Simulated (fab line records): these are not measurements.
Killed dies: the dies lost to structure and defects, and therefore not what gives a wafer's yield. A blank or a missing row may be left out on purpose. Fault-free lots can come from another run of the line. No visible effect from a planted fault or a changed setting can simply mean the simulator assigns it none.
Split-lot experiment :: flow n5-finfet :: 39 wafers read across 7 lots, on a route 1938 steps long

THE SPLIT ITSELF
At N5_ILD0_PRECLEAN_10 (cleans in NF3:NH3, afs cycles 5, time 20 s, sublimation time 60 s), the setting time-s was moved away from the recipe's 20 s on 15 of the 39 wafers read, by -56.8% to +58.2%. This setting was run at the recipe's value on the other wafers.

Reading taken at the split's own step.

THE READING
SiO2_flowable_of_ILD0_FCVD_FILL_01.thk-nm (the simulator's own value, which no gauge read), in nm, at N5_ILD0_PRECLEAN_10 (cleans in NF3:NH3, afs cycles 5, time 20 s, sublimation time 60 s). There is no usual value for it anywhere in the file. The 24 wafers here that ran the recipe average 120.8 nm, standard deviation 0.81 nm.

wafer: L074.2
tool, chamber at the split: remote-plasma-01, 0
time-s as run, s: 20
against the recipe: recipe
SiO2_flowable_of_ILD0_FCVD_FILL_01.thk-nm, nm: 120.6
against lot-mates on the recipe: -

wafer: L074.4
tool, chamber at the split: remote-plasma-01, 0
time-s as run, s: 20
against the recipe: recipe
SiO2_flowable_of_ILD0_FCVD_FILL_01.thk-nm, nm: 120.4
against lot-mates on the recipe: -

wafer: L074.6
tool, chamber at the split: remote-plasma-01, 0
time-s as run, s: 20
against the recipe: recipe
SiO2_flowable_of_ILD0_FCVD_FILL_01.thk-nm, nm: 119.8
against lot-mates on the recipe: -

wafer: L077.1
tool, chamber at the split: remote-plasma-01, 0
time-s as run, s: 20
against the recipe: recipe
SiO2_flowable_of_ILD0_FCVD_FILL_01.thk-nm, nm: 120.4
against lot-mates on the recipe: -

wafer: L077.2
tool, chamber at the split: remote-plasma-01, 0
time-s as run, s: 20
against the recipe: recipe
SiO2_flowable_of_ILD0_FCVD_FILL_01.thk-nm, nm: 121.4
against lot-mates on the recipe: -

wafer: L077.3
tool, chamber at the split: remote-plasma-01, 0
time-s as run, s: 12.73
against the recipe: -36.3%
SiO2_flowable_of_ILD0_FCVD_FILL_01.thk-nm, nm: 126.4
against lot-mates on the recipe: +5.8

wafer: L077.4
tool, chamber at the split: remote-plasma-01, 0
time-s as run, s: 20
against the recipe: recipe
SiO2_flowable_of_ILD0_FCVD_FILL_01.thk-nm, nm: 120
against lot-mates on the recipe: -

wafer: L077.5
tool, chamber at the split: remote-plasma-01, 0
time-s as run, s: 12.73
against the recipe: -36.3%
SiO2_flowable_of_ILD0_FCVD_FILL_01.thk-nm, nm: 125.8
against lot-mates on the recipe: +5.2

wafer: L077.6
tool, chamber at the split: remote-plasma-01, 0
time-s as run, s: 12.73
against the recipe: -36.3%
SiO2_flowable_of_ILD0_FCVD_FILL_01.thk-nm, nm: 125.4
against lot-mates on the recipe: +4.8

wafer: L078.1
tool, chamber at the split: remote-plasma-02, 1
time-s as run, s: 11.17
against the recipe: -44.1%
SiO2_flowable_of_ILD0_FCVD_FILL_01.thk-nm, nm: 127.6
against lot-mates on the recipe: +7.1

wafer: L078.2
tool, chamber at the split: remote-plasma-02, 1
time-s as run, s: 20
against the recipe: recipe
SiO2_flowable_of_ILD0_FCVD_FILL_01.thk-nm, nm: 119.8
against lot-mates on the recipe: -

wafer: L078.3
tool, chamber at the split: remote-plasma-02, 1
time-s as run, s: 20
against the recipe: recipe
SiO2_flowable_of_ILD0_FCVD_FILL_01.thk-nm, nm: 121.6
against lot-mates on the recipe: -

wafer: L078.4
tool, chamber at the split: remote-plasma-02, 1
time-s as run, s: 11.17
against the recipe: -44.1%
SiO2_flowable_of_ILD0_FCVD_FILL_01.thk-nm, nm: 128.2
against lot-mates on the recipe: +7.7

wafer: L078.5
tool, chamber at the split: remote-plasma-02, 1
time-s as run, s: 20
against the recipe: recipe
SiO2_flowable_of_ILD0_FCVD_FILL_01.thk-nm, nm: 120.2
against lot-mates on the recipe: -

wafer: L078.6
tool, chamber at the split: remote-plasma-02, 1
time-s as run, s: 11.17
against the recipe: -44.1%
SiO2_flowable_of_ILD0_FCVD_FILL_01.thk-nm, nm: 128.4
against lot-mates on the recipe: +7.9

wafer: L079.1
tool, chamber at the split: remote-plasma-01, 1
time-s as run, s: 30.82
against the recipe: +54.1%
SiO2_flowable_of_ILD0_FCVD_FILL_01.thk-nm, nm: 113
against lot-mates on the recipe: -6.7

wafer: L079.2
tool, chamber at the split: remote-plasma-01, 1
time-s as run, s: 20
against the recipe: recipe
SiO2_flowable_of_ILD0_FCVD_FILL_01.thk-nm, nm: 120.2
against lot-mates on the recipe: -

wafer: L079.3
tool, chamber at the split: remote-plasma-01, 1
time-s as run, s: 30.82
against the recipe: +54.1%
SiO2_flowable_of_ILD0_FCVD_FILL_01.thk-nm, nm: 112.4
against lot-mates on the recipe: -7.3

wafer: L079.4
tool, chamber at the split: remote-plasma-01, 1
time-s as run, s: 20
against the recipe: recipe
SiO2_flowable_of_ILD0_FCVD_FILL_01.thk-nm, nm: 119.2
against lot-mates on the recipe: -

wafer: L079.5
tool, chamber at the split: remote-plasma-01, 1
time-s as run, s: 30.82
against the recipe: +54.1%
SiO2_flowable_of_ILD0_FCVD_FILL_01.thk-nm, nm: 111.8
against lot-mates on the recipe: -7.9

wafer: L079.6
tool, chamber at the split: remote-plasma-01, 1
time-s as run, s: 20
against the recipe: recipe
SiO2_flowable_of_ILD0_FCVD_FILL_01.thk-nm, nm: 119.8
against lot-mates on the recipe: -

wafer: L081.1
tool, chamber at the split: remote-plasma-02, 0
time-s as run, s: 20
against the recipe: recipe
SiO2_flowable_of_ILD0_FCVD_FILL_01.thk-nm, nm: 122.6
against lot-mates on the recipe: -

wafer: L081.2
tool, chamber at the split: remote-plasma-02, 0
time-s as run, s: 20
against the recipe: recipe
SiO2_flowable_of_ILD0_FCVD_FILL_01.thk-nm, nm: 121
against lot-mates on the recipe: -

wafer: L081.3
tool, chamber at the split: remote-plasma-02, 0
time-s as run, s: 20
against the recipe: recipe
SiO2_flowable_of_ILD0_FCVD_FILL_01.thk-nm, nm: 120.6
against lot-mates on the recipe: -

wafer: L081.6
tool, chamber at the split: remote-plasma-02, 0
time-s as run, s: 20
against the recipe: recipe
SiO2_flowable_of_ILD0_FCVD_FILL_01.thk-nm, nm: 120.6
against lot-mates on the recipe: -

wafer: L081.4
tool, chamber at the split: remote-plasma-02, 0
time-s as run, s: 20
against the recipe: recipe
SiO2_flowable_of_ILD0_FCVD_FILL_01.thk-nm, nm: 122.4
against lot-mates on the recipe: -

wafer: L081.5
tool, chamber at the split: remote-plasma-02, 0
time-s as run, s: 20
against the recipe: recipe
SiO2_flowable_of_ILD0_FCVD_FILL_01.thk-nm, nm: 121.4
against lot-mates on the recipe: -

wafer: L084.1
tool, chamber at the split: remote-plasma-01, 1
time-s as run, s: 31.65
against the recipe: +58.2%
SiO2_flowable_of_ILD0_FCVD_FILL_01.thk-nm, nm: 113.4
against lot-mates on the recipe: -7.7

wafer: L084.2
tool, chamber at the split: remote-plasma-01, 1
time-s as run, s: 20
against the recipe: recipe
SiO2_flowable_of_ILD0_FCVD_FILL_01.thk-nm, nm: 121.4
against lot-mates on the recipe: -

wafer: L084.3
tool, chamber at the split: remote-plasma-01, 1
time-s as run, s: 20
against the recipe: recipe
SiO2_flowable_of_ILD0_FCVD_FILL_01.thk-nm, nm: 120.6
against lot-mates on the recipe: -

wafer: L084.4
tool, chamber at the split: remote-plasma-01, 1
time-s as run, s: 20
against the recipe: recipe
SiO2_flowable_of_ILD0_FCVD_FILL_01.thk-nm, nm: 121.2
against lot-mates on the recipe: -

wafer: L084.5
tool, chamber at the split: remote-plasma-01, 1
time-s as run, s: 31.65
against the recipe: +58.2%
SiO2_flowable_of_ILD0_FCVD_FILL_01.thk-nm, nm: 114.2
against lot-mates on the recipe: -6.9

wafer: L084.6
tool, chamber at the split: remote-plasma-01, 1
time-s as run, s: 31.65
against the recipe: +58.2%
SiO2_flowable_of_ILD0_FCVD_FILL_01.thk-nm, nm: 113
against lot-mates on the recipe: -8.1

wafer: L090.1
tool, chamber at the split: remote-plasma-01, 1
time-s as run, s: 20
against the recipe: recipe
SiO2_flowable_of_ILD0_FCVD_FILL_01.thk-nm, nm: 121.4
against lot-mates on the recipe: -

wafer: L090.2
tool, chamber at the split: remote-plasma-01, 1
time-s as run, s: 8.647
against the recipe: -56.8%
SiO2_flowable_of_ILD0_FCVD_FILL_01.thk-nm, nm: 130
against lot-mates on the recipe: +9.0

wafer: L090.3
tool, chamber at the split: remote-plasma-01, 1
time-s as run, s: 8.647
against the recipe: -56.8%
SiO2_flowable_of_ILD0_FCVD_FILL_01.thk-nm, nm: 130.6
against lot-mates on the recipe: +9.6

wafer: L090.4
tool, chamber at the split: remote-plasma-01, 1
time-s as run, s: 20
against the recipe: recipe
SiO2_flowable_of_ILD0_FCVD_FILL_01.thk-nm, nm: 121.2
against lot-mates on the recipe: -

wafer: L090.5
tool, chamber at the split: remote-plasma-01, 1
time-s as run, s: 8.647
against the recipe: -56.8%
SiO2_flowable_of_ILD0_FCVD_FILL_01.thk-nm, nm: 129.8
against lot-mates on the recipe: +8.8

wafer: L090.6
tool, chamber at the split: remote-plasma-01, 1
time-s as run, s: 20
against the recipe: recipe
SiO2_flowable_of_ILD0_FCVD_FILL_01.thk-nm, nm: 120.4
against lot-mates on the recipe: -

THE FIT
A straight line over all 39 wafers: SiO2_flowable_of_ILD0_FCVD_FILL_01.thk-nm changes by -0.149 nm for each +1% of time-s; r = -0.98; the points scatter about the line by 0.87 nm.
The same after taking each lot's own level away (the mean of its wafers on the recipe; 39 wafers): -0.146 nm for each +1%; r = -0.99; scatter 0.7 nm.
Per that fit: largest time-s move, reading shift of 8.5 nm.
Across the lots, their own levels run from 119.73 to 121.43 nm, a range of 2.1 times the standard deviation given above.
The two slopes are in agreement: the lot-to-lot level therefore moves the slope only a little.
Check: with one of the wafers moved furthest among these (+58.2%) left out of the fit, the line predicts -8.32 nm for it against its lot-mates. It came out at -7.67 nm against them.

FURTHER SPLITS ON THESE WAFERS
These wafers also went through other splits before the reading. Each is held against what the fit with the lots' levels taken away leaves over:
other split on the same wafers: N5_FIN_SAQP_HM_DEP_72 target-thk-a
wafers away from the commonest value: 18
r with SiO2_flowable_of_ILD0_FCVD_FILL_01.thk-nm (lot level and that fit taken away): +0.03

THE FILE'S OWN FIT
SiO2_flowable_of_ILD0_FCVD_FILL_01.thk-nm changes by -0.147 nm for each +1% of time-s, r = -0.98.
